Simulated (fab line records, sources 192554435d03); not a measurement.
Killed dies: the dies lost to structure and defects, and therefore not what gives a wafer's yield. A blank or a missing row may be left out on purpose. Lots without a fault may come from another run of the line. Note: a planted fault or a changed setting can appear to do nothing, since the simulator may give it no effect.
Which of the tools did it? || flow n5 finfet || 24 lots, 72 wafers sampled, at 6 steps of a route of 1938

== WHAT THE GAUGES SHOWED, per wafer ==
N5_BEOL_M12_OVL_MEAS_11. Usual: V11_OVL typically reads -3 nm, with standard deviation 5.
{"lot": "L074", "measured": "day 11 00:49", "on": "overlay-02", "V11_OVL (nm)": "-10 -10 -5", "flag": ""}
{"lot": "L075", "measured": "day 11 14:42", "on": "overlay-02", "V11_OVL (nm)": "-1 -3 1", "flag": ""}
{"lot": "L078", "measured": "day 12 01:02", "on": "overlay-02", "V11_OVL (nm)": "2 -2 -2", "flag": ""}
{"lot": "L077", "measured": "day 12 01:39", "on": "overlay-02", "V11_OVL (nm)": "2 1 1", "flag": ""}
{"lot": "L076", "measured": "day 12 01:42", "on": "overlay-01", "V11_OVL (nm)": "-4 1 4", "flag": ""}
{"lot": "L079", "measured": "day 12 07:38", "on": "overlay-01", "V11_OVL (nm)": "-6 -10 -3", "flag": ""}
{"lot": "L080", "measured": "day 12 10:52", "on": "overlay-01", "V11_OVL (nm)": "1 -5 -8", "flag": ""}
{"lot": "L081", "measured": "day 12 11:16", "on": "overlay-01", "V11_OVL (nm)": "-6 1 1", "flag": ""}
{"lot": "L082", "measured": "day 12 16:59", "on": "overlay-01", "V11_OVL (nm)": "-8 -11 -10", "flag": ""}
{"lot": "L083", "measured": "day 13 04:46", "on": "overlay-02", "V11_OVL (nm)": "0 -4 3", "flag": ""}
{"lot": "L084", "measured": "day 13 05:19", "on": "overlay-01", "V11_OVL (nm)": "-4 2 -7", "flag": ""}
{"lot": "L085", "measured": "day 13 19:02", "on": "overlay-01", "V11_OVL (nm)": "5 -3 -2", "flag": ""}
{"lot": "L086", "measured": "day 14 01:33", "on": "overlay-02", "V11_OVL (nm)": "-7 -4 -11", "flag": ""}
{"lot": "L087", "measured": "day 14 08:59", "on": "overlay-01", "V11_OVL (nm)": "-1 1 0", "flag": ""}
{"lot": "L088", "measured": "day 14 13:38", "on": "overlay-02", "V11_OVL (nm)": "0 -3 0", "flag": ""}
{"lot": "L090", "measured": "day 14 20:35", "on": "overlay-02", "V11_OVL (nm)": "-6 -5 -7", "flag": ""}
{"lot": "L089", "measured": "day 15 02:34", "on": "overlay-02", "V11_OVL (nm)": "-7 -7 -7", "flag": ""}
{"lot": "L091", "measured": "day 15 06:08", "on": "overlay-02", "V11_OVL (nm)": "-4 -7 -6", "flag": ""}
{"lot": "L093", "measured": "day 15 14:44", "on": "overlay-02", "V11_OVL (nm)": "-5 -4 1", "flag": ""}
{"lot": "L094", "measured": "day 15 23:50", "on": "overlay-01", "V11_OVL (nm)": "3 3 -6", "flag": ""}
{"lot": "L095", "measured": "day 16 00:01", "on": "overlay-02", "V11_OVL (nm)": "-2 4 7", "flag": ""}
{"lot": "L092", "measured": "day 16 00:03", "on": "overlay-01", "V11_OVL (nm)": "-7 -9 -6", "flag": ""}
{"lot": "L096", "measured": "day 16 03:36", "on": "overlay-02", "V11_OVL (nm)": "-6 -2 -8", "flag": ""}
{"lot": "L097", "measured": "day 17 04:18", "on": "overlay-01", "V11_OVL (nm)": "3 1 1", "flag": ""}

N5_BEOL_M12_OVL_MEAS_29. Usual: M12_OVL typically reads 0 nm, with standard deviation 5.3.
{"lot": "L074", "measured": "day 11 01:51", "on": "overlay-01", "M12_OVL (nm)": "-1 -1 1", "flag": ""}
{"lot": "L075", "measured": "day 11 15:53", "on": "overlay-01", "M12_OVL (nm)": "-11 -5 -4", "flag": ""}
{"lot": "L078", "measured": "day 12 02:11", "on": "overlay-01", "M12_OVL (nm)": "-4 -4 3", "flag": ""}
{"lot": "L077", "measured": "day 12 02:43", "on": "overlay-01", "M12_OVL (nm)": "2 2 -3", "flag": ""}
{"lot": "L076", "measured": "day 12 02:52", "on": "overlay-01", "M12_OVL (nm)": "-4 0 0", "flag": ""}
{"lot": "L079", "measured": "day 12 08:33", "on": "overlay-01", "M12_OVL (nm)": "0 -4 -1", "flag": ""}
{"lot": "L080", "measured": "day 12 11:47", "on": "overlay-02", "M12_OVL (nm)": "10 8 8", "flag": ""}
{"lot": "L081", "measured": "day 12 12:11", "on": "overlay-01", "M12_OVL (nm)": "4 1 3", "flag": ""}
{"lot": "L082", "measured": "day 12 18:01", "on": "overlay-01", "M12_OVL (nm)": "-5 -6 -1", "flag": ""}
{"lot": "L083", "measured": "day 13 05:49", "on": "overlay-02", "M12_OVL (nm)": "7 6 -2", "flag": ""}
{"lot": "L084", "measured": "day 13 06:24", "on": "overlay-01", "M12_OVL (nm)": "6 11 4", "flag": ""}
{"lot": "L085", "measured": "day 13 20:08", "on": "overlay-02", "M12_OVL (nm)": "8 1 10", "flag": ""}
{"lot": "L086", "measured": "day 14 02:28", "on": "overlay-01", "M12_OVL (nm)": "1 7 2", "flag": ""}
{"lot": "L087", "measured": "day 14 10:29", "on": "overlay-01", "M12_OVL (nm)": "0 4 9", "flag": ""}
{"lot": "L088", "measured": "day 14 15:41", "on": "overlay-01", "M12_OVL (nm)": "-8 1 -6", "flag": ""}
{"lot": "L090", "measured": "day 14 21:37", "on": "overlay-01", "M12_OVL (nm)": "3 0 6", "flag": ""}
{"lot": "L089", "measured": "day 15 03:35", "on": "overlay-02", "M12_OVL (nm)": "-1 3 -2", "flag": ""}
{"lot": "L091", "measured": "day 15 07:10", "on": "overlay-02", "M12_OVL (nm)": "-9 -9 -1", "flag": ""}
{"lot": "L093", "measured": "day 15 15:51", "on": "overlay-01", "M12_OVL (nm)": "-1 1 4", "flag": ""}
{"lot": "L094", "measured": "day 16 00:44", "on": "overlay-01", "M12_OVL (nm)": "1 -1 0", "flag": ""}
{"lot": "L095", "measured": "day 16 01:07", "on": "overlay-01", "M12_OVL (nm)": "-8 1 0", "flag": ""}
{"lot": "L092", "measured": "day 16 01:16", "on": "overlay-01", "M12_OVL (nm)": "0 3 3", "flag": ""}
{"lot": "L096", "measured": "day 16 04:43", "on": "overlay-02", "M12_OVL (nm)": "-14 -16 -10", "flag": ""}
{"lot": "L097", "measured": "day 17 05:20", "on": "overlay-02", "M12_OVL (nm)": "4 -2 6", "flag": ""}

N5_BEOL_M12_THK_MEAS_50: measures by xrf. Usual: M12_THK typically reads 312 nm, with standard deviation 5.4.
{"lot": "L074", "measured": "day 11 05:35", "on": "film metro-02", "M12_THK (nm)": "301 314 302", "flag": ""}
{"lot": "L075", "measured": "day 11 19:39", "on": "film metro-02", "M12_THK (nm)": "304 309 310", "flag": ""}
{"lot": "L078", "measured": "day 12 06:01", "on": "film metro-01", "M12_THK (nm)": "320 320 320", "flag": ""}
{"lot": "L077", "measured": "day 12 06:33", "on": "film metro-01", "M12_THK (nm)": "317 315 315", "flag": ""}
{"lot": "L076", "measured": "day 12 07:57", "on": "film metro-02", "M12_THK (nm)": "303 312 300", "flag": ""}
{"lot": "L079", "measured": "day 12 13:00", "on": "film metro-01", "M12_THK (nm)": "319 318 320", "flag": ""}
{"lot": "L080", "measured": "day 12 16:35", "on": "film metro-02", "M12_THK (nm)": "313 313 314", "flag": ""}
{"lot": "L081", "measured": "day 12 17:22", "on": "film metro-02", "M12_THK (nm)": "317 313 319", "flag": ""}
{"lot": "L082", "measured": "day 12 22:11", "on": "film metro-02", "M12_THK (nm)": "313 312 305", "flag": ""}
{"lot": "L083", "measured": "day 13 09:20", "on": "film metro-01", "M12_THK (nm)": "316 317 318", "flag": ""}
{"lot": "L084", "measured": "day 13 11:44", "on": "film metro-02", "M12_THK (nm)": "319 314 314", "flag": ""}
{"lot": "L085", "measured": "day 14 01:42", "on": "film metro-02", "M12_THK (nm)": "317 314 307", "flag": ""}
{"lot": "L086", "measured": "day 14 05:02", "on": "film metro-01", "M12_THK (nm)": "310 319 311", "flag": ""}
{"lot": "L087", "measured": "day 14 15:58", "on": "film metro-01", "M12_THK (nm)": "315 322 317", "flag": ""}
{"lot": "L088", "measured": "day 14 18:58", "on": "film metro-01", "M12_THK (nm)": "320 318 320", "flag": ""}
{"lot": "L090", "measured": "day 15 02:08", "on": "film metro-01", "M12_THK (nm)": "304 310 314", "flag": ""}
{"lot": "L089", "measured": "day 15 06:14", "on": "film metro-01", "M12_THK (nm)": "321 316 317", "flag": ""}
{"lot": "L091", "measured": "day 15 09:14", "on": "film metro-02", "M12_THK (nm)": "312 307 305", "flag": ""}
{"lot": "L093", "measured": "day 15 18:51", "on": "film metro-02", "M12_THK (nm)": "312 303 307", "flag": ""}
{"lot": "L094", "measured": "day 16 03:39", "on": "film metro-02", "M12_THK (nm)": "316 315 308", "flag": ""}
{"lot": "L095", "measured": "day 16 04:14", "on": "film metro-01", "M12_THK (nm)": "315 306 311", "flag": ""}
{"lot": "L092", "measured": "day 16 06:24", "on": "film metro-02", "M12_THK (nm)": "310 310 308", "flag": ""}
{"lot": "L096", "measured": "day 16 06:56", "on": "film metro-02", "M12_THK (nm)": "307 309 310", "flag": ""}
{"lot": "L097", "measured": "day 17 09:22", "on": "film metro-02", "M12_THK (nm)": "309 313 309", "flag": ""}

== WHICH TOOL RAN EACH LOT (tool, then ch and the chambers of the sampled wafers, then the start) ==
{"lot": "L074", "N5_BEOL_M11_CMP_52": "cmp-02 ch 0,2,3, day 10 23:56", "N5_BEOL_M11_DEP_56": "pecvd-02 ch 0,1, day 11 00:14", "N5_BEOL_M12_PRE_CLEAN_42": "pvd sputter-02, day 11 04:32"}
{"lot": "L075", "N5_BEOL_M11_CMP_52": "cmp-04 ch 0,1,2, day 11 13:45", "N5_BEOL_M11_DEP_56": "pecvd-02 ch 0,1, day 11 14:07", "N5_BEOL_M12_PRE_CLEAN_42": "pvd sputter-02, day 11 18:35"}
{"lot": "L078", "N5_BEOL_M11_CMP_52": "cmp-04 ch 0,1,3, day 12 00:07", "N5_BEOL_M11_DEP_56": "pecvd-04 ch 1,2, day 12 00:26", "N5_BEOL_M12_PRE_CLEAN_42": "pvd sputter-03, day 12 04:58"}
{"lot": "L077", "N5_BEOL_M11_CMP_52": "cmp-03 ch 0,3, day 12 00:42", "N5_BEOL_M11_DEP_56": "pecvd-02 ch 0,1,2, day 12 01:04", "N5_BEOL_M12_PRE_CLEAN_42": "pvd sputter-03, day 12 05:29"}
{"lot": "L076", "N5_BEOL_M11_CMP_52": "cmp-04 ch 0,3, day 12 00:46", "N5_BEOL_M11_DEP_56": "pecvd-01 ch 0,2, day 12 01:07", "N5_BEOL_M12_PRE_CLEAN_42": "pvd sputter-01, day 12 06:32"}
{"lot": "L079", "N5_BEOL_M11_CMP_52": "cmp-03 ch 1,2,3, day 12 06:38", "N5_BEOL_M11_DEP_56": "pecvd-01 ch 1,2, day 12 06:55", "N5_BEOL_M12_PRE_CLEAN_42": "pvd sputter-01, day 12 11:56"}
{"lot": "L080", "N5_BEOL_M11_CMP_52": "cmp-04 ch 0,1,2, day 12 09:52", "N5_BEOL_M11_DEP_56": "pecvd-01 ch 1,2, day 12 10:09", "N5_BEOL_M12_PRE_CLEAN_42": "pvd sputter-01, day 12 15:22"}
{"lot": "L081", "N5_BEOL_M11_CMP_52": "cmp-04 ch 1,2,3, day 12 10:16", "N5_BEOL_M11_DEP_56": "pecvd-02 ch 0,1, day 12 10:33", "N5_BEOL_M12_PRE_CLEAN_42": "pvd sputter-03, day 12 15:44"}
{"lot": "L082", "N5_BEOL_M11_CMP_52": "cmp-04 ch 2,3, day 12 15:53", "N5_BEOL_M11_DEP_56": "pecvd-04 ch 0,1, day 12 16:13", "N5_BEOL_M12_PRE_CLEAN_42": "pvd sputter-03, day 12 21:07"}
{"lot": "L083", "N5_BEOL_M11_CMP_52": "cmp-02 ch 0,3, day 13 03:42", "N5_BEOL_M11_DEP_56": "pecvd-01 ch 0,1, day 13 04:04", "N5_BEOL_M12_PRE_CLEAN_42": "pvd sputter-01, day 13 08:17"}
{"lot": "L084", "N5_BEOL_M11_CMP_52": "cmp-03 ch 0,1, day 13 04:17", "N5_BEOL_M11_DEP_56": "pecvd-01 ch 0,1,2, day 13 04:36", "N5_BEOL_M12_PRE_CLEAN_42": "pvd sputter-03, day 13 10:22"}
{"lot": "L085", "N5_BEOL_M11_CMP_52": "cmp-03 ch 0,1,2, day 13 17:59", "N5_BEOL_M11_DEP_56": "pecvd-02 ch 0,2, day 13 18:19", "N5_BEOL_M12_PRE_CLEAN_42": "pvd sputter-03, day 14 00:16"}
{"lot": "L086", "N5_BEOL_M11_CMP_52": "cmp-03 ch 0,3, day 14 00:36", "N5_BEOL_M11_DEP_56": "pecvd-02 ch 0,1,2, day 14 00:58", "N5_BEOL_M12_PRE_CLEAN_42": "pvd sputter-02, day 14 03:58"}
{"lot": "L087", "N5_BEOL_M11_CMP_52": "cmp-03 ch 1,2, day 14 08:05", "N5_BEOL_M11_DEP_56": "pecvd-02 ch 0,1,2, day 14 08:24", "N5_BEOL_M12_PRE_CLEAN_42": "pvd sputter-03, day 14 14:46"}
{"lot": "L088", "N5_BEOL_M11_CMP_52": "cmp-03 ch 0,3, day 14 12:35", "N5_BEOL_M11_DEP_56": "pecvd-01 ch 0,1,2, day 14 12:56", "N5_BEOL_M12_PRE_CLEAN_42": "pvd sputter-01, day 14 17:55"}
{"lot": "L090", "N5_BEOL_M11_CMP_52": "cmp-03 ch 0,1,3, day 14 19:37", "N5_BEOL_M11_DEP_56": "pecvd-01 ch 0,2, day 14 19:59", "N5_BEOL_M12_PRE_CLEAN_42": "pvd sputter-02, day 15 01:05"}
{"lot": "L089", "N5_BEOL_M11_CMP_52": "cmp-03 ch 0,2,3, day 15 01:31", "N5_BEOL_M11_DEP_56": "pecvd-04 ch 0,1,2, day 15 01:47", "N5_BEOL_M12_PRE_CLEAN_42": "pvd sputter-01, day 15 04:42"}
{"lot": "L091", "N5_BEOL_M11_CMP_52": "cmp-02 ch 0,2,3, day 15 05:01", "N5_BEOL_M11_DEP_56": "pecvd-01 ch 0,2, day 15 05:23", "N5_BEOL_M12_PRE_CLEAN_42": "pvd sputter-01, day 15 08:11"}
{"lot": "L093", "N5_BEOL_M11_CMP_52": "cmp-03 ch 0,1,3, day 15 13:47", "N5_BEOL_M11_DEP_56": "pecvd-04 ch 0,1,2, day 15 14:08", "N5_BEOL_M12_PRE_CLEAN_42": "pvd sputter-01, day 15 17:41"}
{"lot": "L094", "N5_BEOL_M11_CMP_52": "cmp-04 ch 0,2,3, day 15 22:45", "N5_BEOL_M11_DEP_56": "pecvd-01 ch 0,1, day 15 23:07", "N5_BEOL_M12_PRE_CLEAN_42": "pvd sputter-03, day 16 02:35"}
{"lot": "L095", "N5_BEOL_M11_CMP_52": "cmp-04 ch 1,2,3, day 15 22:59", "N5_BEOL_M11_DEP_56": "pecvd-02 ch 1,2, day 15 23:18", "N5_BEOL_M12_PRE_CLEAN_42": "pvd sputter-03, day 16 03:11"}
{"lot": "L092", "N5_BEOL_M11_CMP_52": "cmp-03 ch 0,2,3, day 15 23:06", "N5_BEOL_M11_DEP_56": "pecvd-04 ch 1,2, day 15 23:20", "N5_BEOL_M12_PRE_CLEAN_42": "pvd sputter-01, day 16 05:20"}
{"lot": "L096", "N5_BEOL_M11_CMP_52": "cmp-03 ch 0,1,2, day 16 02:39", "N5_BEOL_M11_DEP_56": "pecvd-01 ch 0,1, day 16 03:01", "N5_BEOL_M12_PRE_CLEAN_42": "pvd sputter-01, day 16 05:53"}
{"lot": "L097", "N5_BEOL_M11_CMP_52": "cmp-03 ch 1,3, day 17 03:21", "N5_BEOL_M11_DEP_56": "pecvd-04 ch 0,2, day 17 03:43", "N5_BEOL_M12_PRE_CLEAN_42": "pvd sputter-02, day 17 07:42"}
- N5_BEOL_M11_CMP_52: polishes, stops on SiCOH lowk, t overpolish 7 s, target thk 140 nm.
- N5_BEOL_M11_DEP_56: deposits SiCN from 3MS/NH3, target thk 30 nm, time 10.5 s.
- N5_BEOL_M12_PRE_CLEAN_42: time 30 s.

== AS READ BY THE TOOLS THEMSELVES (means over the sampled wafers that have a number; for cases with no such wafer, the mark the record gives instead) ==
N5_BEOL_M11_CMP_52. Usual: barrier field endpoint s 29.0 s, standard deviation 0.75; clearing platen down force psi 1.5003 psi, standard deviation 0.0029; motor current A 6.2 A, standard deviation 0.53; overpolish run s 7.000 s, standard deviation 0.01; time to endpoint s 66.6 s, standard deviation 2.8.
{"lot": "L074", "tool": "cmp-02", "barrier field endpoint s (s)": 28.9, "clearing platen down force psi (psi)": 1.4984, "motor current A (A)": 6.2, "overpolish run s (s)": 7.003, "time to endpoint s (s)": 68.4, "flag": ""}
{"lot": "L075", "tool": "cmp-04", "barrier field endpoint s (s)": 29.5, "clearing platen down force psi (psi)": 1.4991, "motor current A (A)": 5.9, "overpolish run s (s)": 7.002, "time to endpoint s (s)": 70.5, "flag": ""}
{"lot": "L078", "tool": "cmp-04", "barrier field endpoint s (s)": 29.4, "clearing platen down force psi (psi)": 1.4992, "motor current A (A)": 5.6, "overpolish run s (s)": 7.014, "time to endpoint s (s)": 69.6, "flag": ""}
{"lot": "L077", "tool": "cmp-03", "barrier field endpoint s (s)": 28.5, "clearing platen down force psi (psi)": 1.5015, "motor current A (A)": 6.2, "overpolish run s (s)": 7.004, "time to endpoint s (s)": 64.6, "flag": ""}
{"lot": "L076", "tool": "cmp-04", "barrier field endpoint s (s)": 29.4, "clearing platen down force psi (psi)": 1.5015, "motor current A (A)": 5.5, "overpolish run s (s)": 7.000, "time to endpoint s (s)": 70.8, "flag": ""}
{"lot": "L079", "tool": "cmp-03", "barrier field endpoint s (s)": 28.2, "clearing platen down force psi (psi)": 1.5003, "motor current A (A)": 6.2, "overpolish run s (s)": 7.000, "time to endpoint s (s)": 65.5, "flag": ""}
{"lot": "L080", "tool": "cmp-04", "barrier field endpoint s (s)": 29.2, "clearing platen down force psi (psi)": 1.4993, "motor current A (A)": 5.7, "overpolish run s (s)": 7.001, "time to endpoint s (s)": 66.6, "flag": ""}
{"lot": "L081", "tool": "cmp-04", "barrier field endpoint s (s)": 30.1, "clearing platen down force psi (psi)": 1.4991, "motor current A (A)": 6.1, "overpolish run s (s)": 7.012, "time to endpoint s (s)": 71.5, "flag": ""}
{"lot": "L082", "tool": "cmp-04", "barrier field endpoint s (s)": 28.7, "clearing platen down force psi (psi)": 1.4999, "motor current A (A)": 6.0, "overpolish run s (s)": 7.006, "time to endpoint s (s)": 66.5, "flag": ""}
{"lot": "L083", "tool": "cmp-02", "barrier field endpoint s (s)": 28.8, "clearing platen down force psi (psi)": 1.4984, "motor current A (A)": 6.2, "overpolish run s (s)": 6.997, "time to endpoint s (s)": 65.2, "flag": ""}
{"lot": "L084", "tool": "cmp-03", "barrier field endpoint s (s)": 30.7, "clearing platen down force psi (psi)": 1.4962, "motor current A (A)": 6.8, "overpolish run s (s)": 6.993, "time to endpoint s (s)": 70.0, "flag": ""}
{"lot": "L085", "tool": "cmp-03", "barrier field endpoint s (s)": 29.2, "clearing platen down force psi (psi)": 1.5035, "motor current A (A)": 6.4, "overpolish run s (s)": 7.007, "time to endpoint s (s)": 66.5, "flag": ""}
{"lot": "L086", "tool": "cmp-03", "barrier field endpoint s (s)": 28.0, "clearing platen down force psi (psi)": 1.5000, "motor current A (A)": 6.1, "overpolish run s (s)": 7.012, "time to endpoint s (s)": 60.9, "flag": ""}
{"lot": "L087", "tool": "cmp-03", "barrier field endpoint s (s)": 28.5, "clearing platen down force psi (psi)": 1.4994, "motor current A (A)": 6.6, "overpolish run s (s)": 7.009, "time to endpoint s (s)": 66.3, "flag": ""}
{"lot": "L088", "tool": "cmp-03", "barrier field endpoint s (s)": 29.2, "clearing platen down force psi (psi)": 1.5015, "motor current A (A)": 6.4, "overpolish run s (s)": 6.999, "time to endpoint s (s)": 65.1, "flag": ""}
{"lot": "L090", "tool": "cmp-03", "barrier field endpoint s (s)": 29.0, "clearing platen down force psi (psi)": 1.4995, "motor current A (A)": 6.6, "overpolish run s (s)": 7.000, "time to endpoint s (s)": 65.6, "flag": ""}
{"lot": "L089", "tool": "cmp-03", "barrier field endpoint s (s)": 28.1, "clearing platen down force psi (psi)": 1.5011, "motor current A (A)": 6.1, "overpolish run s (s)": 7.002, "time to endpoint s (s)": 62.4, "flag": ""}
{"lot": "L091", "tool": "cmp-02", "barrier field endpoint s (s)": 29.2, "clearing platen down force psi (psi)": 1.5010, "motor current A (A)": 6.3, "overpolish run s (s)": 7.004, "time to endpoint s (s)": 67.2, "flag": ""}
{"lot": "L093", "tool": "cmp-03", "barrier field endpoint s (s)": 28.6, "clearing platen down force psi (psi)": 1.4991, "motor current A (A)": 6.4, "overpolish run s (s)": 6.988, "time to endpoint s (s)": 63.0, "flag": ""}
{"lot": "L094", "tool": "cmp-04", "barrier field endpoint s (s)": 29.8, "clearing platen down force psi (psi)": 1.5003, "motor current A (A)": 5.6, "overpolish run s (s)": 7.005, "time to endpoint s (s)": 67.4, "flag": ""}
{"lot": "L095", "tool": "cmp-04", "barrier field endpoint s (s)": 29.7, "clearing platen down force psi (psi)": 1.5017, "motor current A (A)": 5.9, "overpolish run s (s)": 6.990, "time to endpoint s (s)": 69.0, "flag": ""}
{"lot": "L092", "tool": "cmp-03", "barrier field endpoint s (s)": 28.6, "clearing platen down force psi (psi)": 1.5035, "motor current A (A)": 6.0, "overpolish run s (s)": 6.997, "time to endpoint s (s)": 64.4, "flag": ""}
{"lot": "L096", "tool": "cmp-03", "barrier field endpoint s (s)": 28.2, "clearing platen down force psi (psi)": 1.5017, "motor current A (A)": 6.2, "overpolish run s (s)": 6.998, "time to endpoint s (s)": 66.4, "flag": ""}
{"lot": "L097", "tool": "cmp-03", "barrier field endpoint s (s)": 28.9, "clearing platen down force psi (psi)": 1.4996, "motor current A (A)": 6.4, "overpolish run s (s)": 6.985, "time to endpoint s (s)": 68.8, "flag": ""}

N5_BEOL_M11_DEP_56. Usual: showerhead plenum p Torr 4.162 Torr, standard deviation 0.018; throttle valve pct 17.8 %, standard deviation 1.1.
{"lot": "L074", "tool": "pecvd-02", "showerhead plenum p Torr (Torr)": 4.151, "throttle valve pct (%)": 18.0, "flag": ""}
{"lot": "L075", "tool": "pecvd-02", "showerhead plenum p Torr (Torr)": 4.142, "throttle valve pct (%)": 18.3, "flag": ""}
{"lot": "L078", "tool": "pecvd-04", "showerhead plenum p Torr (Torr)": 4.177, "throttle valve pct (%)": 19.2, "flag": ""}
{"lot": "L077", "tool": "pecvd-02", "showerhead plenum p Torr (Torr)": 4.152, "throttle valve pct (%)": 18.0, "flag": ""}
{"lot": "L076", "tool": "pecvd-01", "showerhead plenum p Torr (Torr)": 4.161, "throttle valve pct (%)": 17.0, "flag": ""}
{"lot": "L079", "tool": "pecvd-01", "showerhead plenum p Torr (Torr)": 4.150, "throttle valve pct (%)": 16.5, "flag": ""}
{"lot": "L080", "tool": "pecvd-01", "showerhead plenum p Torr (Torr)": 4.173, "throttle valve pct (%)": 17.0, "flag": ""}
{"lot": "L081", "tool": "pecvd-02", "showerhead plenum p Torr (Torr)": 4.146, "throttle valve pct (%)": 18.3, "flag": ""}
{"lot": "L082", "tool": "pecvd-04", "showerhead plenum p Torr (Torr)": 4.181, "throttle valve pct (%)": 19.3, "flag": ""}
{"lot": "L083", "tool": "pecvd-01", "showerhead plenum p Torr (Torr)": 4.178, "throttle valve pct (%)": 17.9, "flag": ""}
{"lot": "L084", "tool": "pecvd-01", "showerhead plenum p Torr (Torr)": 4.173, "throttle valve pct (%)": 17.2, "flag": ""}
{"lot": "L085", "tool": "pecvd-02", "showerhead plenum p Torr (Torr)": 4.151, "throttle valve pct (%)": 17.5, "flag": ""}
{"lot": "L086", "tool": "pecvd-02", "showerhead plenum p Torr (Torr)": 4.150, "throttle valve pct (%)": 18.0, "flag": ""}
{"lot": "L087", "tool": "pecvd-02", "showerhead plenum p Torr (Torr)": 4.144, "throttle valve pct (%)": 17.9, "flag": ""}
{"lot": "L088", "tool": "pecvd-01", "showerhead plenum p Torr (Torr)": 4.166, "throttle valve pct (%)": 17.2, "flag": ""}
{"lot": "L090", "tool": "pecvd-01", "showerhead plenum p Torr (Torr)": 4.162, "throttle valve pct (%)": 17.8, "flag": ""}
{"lot": "L089", "tool": "pecvd-04", "showerhead plenum p Torr (Torr)": 4.170, "throttle valve pct (%)": 18.7, "flag": ""}
{"lot": "L091", "tool": "pecvd-01", "showerhead plenum p Torr (Torr)": 4.170, "throttle valve pct (%)": 17.7, "flag": ""}
{"lot": "L093", "tool": "pecvd-04", "showerhead plenum p Torr (Torr)": 4.169, "throttle valve pct (%)": 18.7, "flag": ""}
{"lot": "L094", "tool": "pecvd-01", "showerhead plenum p Torr (Torr)": 4.179, "throttle valve pct (%)": 17.4, "flag": ""}
{"lot": "L095", "tool": "pecvd-02", "showerhead plenum p Torr (Torr)": 4.139, "throttle valve pct (%)": 17.9, "flag": ""}
{"lot": "L092", "tool": "pecvd-04", "showerhead plenum p Torr (Torr)": 4.160, "throttle valve pct (%)": 18.0, "flag": ""}
{"lot": "L096", "tool": "pecvd-01", "showerhead plenum p Torr (Torr)": 4.176, "throttle valve pct (%)": 18.1, "flag": ""}
{"lot": "L097", "tool": "pecvd-04", "showerhead plenum p Torr (Torr)": 4.173, "throttle valve pct (%)": 17.5, "flag": ""}

N5_BEOL_M12_PRE_CLEAN_42. Usual: heater power w at 342 W, with a standard deviation of 21.
{"lot": "L074", "tool": "pvd sputter-02", "heater power w (W)": 340, "flag": ""}
{"lot": "L075", "tool": "pvd sputter-02", "heater power w (W)": 335, "flag": ""}
{"lot": "L078", "tool": "pvd sputter-03", "heater power w (W)": 356, "flag": ""}
{"lot": "L077", "tool": "pvd sputter-03", "heater power w (W)": 360, "flag": ""}
{"lot": "L076", "tool": "pvd sputter-01", "heater power w (W)": 318, "flag": ""}
{"lot": "L079", "tool": "pvd sputter-01", "heater power w (W)": 334, "flag": ""}
{"lot": "L080", "tool": "pvd sputter-01", "heater power w (W)": 324, "flag": ""}
{"lot": "L081", "tool": "pvd sputter-03", "heater power w (W)": 374, "flag": ""}
{"lot": "L082", "tool": "pvd sputter-03", "heater power w (W)": 352, "flag": ""}
{"lot": "L083", "tool": "pvd sputter-01", "heater power w (W)": 333, "flag": ""}
{"lot": "L084", "tool": "pvd sputter-03", "heater power w (W)": 354, "flag": ""}
{"lot": "L085", "tool": "pvd sputter-03", "heater power w (W)": 336, "flag": ""}
{"lot": "L086", "tool": "pvd sputter-02", "heater power w (W)": 368, "flag": ""}
{"lot": "L087", "tool": "pvd sputter-03", "heater power w (W)": 371, "flag": ""}
{"lot": "L088", "tool": "pvd sputter-01", "heater power w (W)": 334, "flag": ""}
{"lot": "L090", "tool": "pvd sputter-02", "heater power w (W)": 361, "flag": ""}
{"lot": "L089", "tool": "pvd sputter-01", "heater power w (W)": 338, "flag": ""}
{"lot": "L091", "tool": "pvd sputter-01", "heater power w (W)": 331, "flag": ""}
{"lot": "L093", "tool": "pvd sputter-01", "heater power w (W)": 338, "flag": ""}
{"lot": "L094", "tool": "pvd sputter-03", "heater power w (W)": 361, "flag": ""}
{"lot": "L095", "tool": "pvd sputter-03", "heater power w (W)": 338, "flag": ""}
{"lot": "L092", "tool": "pvd sputter-01", "heater power w (W)": 336, "flag": ""}
{"lot": "L096", "tool": "pvd sputter-01", "heater power w (W)": 325, "flag": ""}
{"lot": "L097", "tool": "pvd sputter-02", "heater power w (W)": 368, "flag": ""}

== THE ANSWER, worked out from the rows above alone ==
Rule: a lot is off if the mean of its wafers that have a number lies more than 3 standard deviations from the usual mean. A lot without any number at a reading at which 4 lots or more have one is off too. The other lots that the step has rows for count as sound. Order of review: gauges by route order, followed by the tools' own readings, for which a lot's mean as printed above is used. At the first step where some lot is off, the reading lying furthest off is the one used; lots without a number count as furthest.
None of the lots is off at any reading shown; this tells nothing.

== WHAT THE SIMULATOR PUT IN ==
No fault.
